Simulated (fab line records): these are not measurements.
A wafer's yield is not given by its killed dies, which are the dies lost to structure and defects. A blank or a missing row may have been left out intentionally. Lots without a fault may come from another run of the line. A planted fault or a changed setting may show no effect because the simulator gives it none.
Matching of chambers -- flow nand_harc -- NHARC_A_STAIRCASE_TRIM_12 on rie_diel-10 has 4 sister chambers
The step chemistry O2, time 211.2 s. 4 wafers are shown with their chamber, then 8 later ones without.

WAFERS, EACH WITH ITS CHAMBER
wafer,chamber,showerhead_plenum_p_Torr (Torr)
L085.6,3,3.27
L090.4,2,3.63
L090.5,1,3.78
L089.4,0,3.70

WAFERS MISSING THEIR CHAMBER
wafer,showerhead_plenum_p_Torr (Torr)
L089.5,3.70
L089.6,3.27
L092.1,3.26
L092.2,3.70
L092.5,3.77
L097.1,3.77
L097.2,3.81
L097.4,3.69

WHICH CHAMBER EACH WENT THROUGH
wafer,from the rows above,in truth
L089.5,0,0
L089.6,3,3
L092.1,3,3
L092.2,0,0
L092.5,1,1
L097.1,1,1
L097.2,1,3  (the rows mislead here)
L097.4,0,0
7 of 8 placed correctly. From these rows, 0 cannot be placed. Placed wrongly: 1.
How it was worked out, from the rows above alone: a wafer's distance from a chamber is the root of the sum, over the readings, of the square of ((its reading less the chamber's mean) divided by the reading's scatter). If the next closest chamber is less than 2 further off than the closest, the wafer can't be placed; otherwise it belongs to the closest. The mean given for a chamber averages the wafers shown for that chamber. The scatter: with one shown wafer a chamber, the root of the mean of the squares of how far each hidden wafer lies from its nearest shown one.
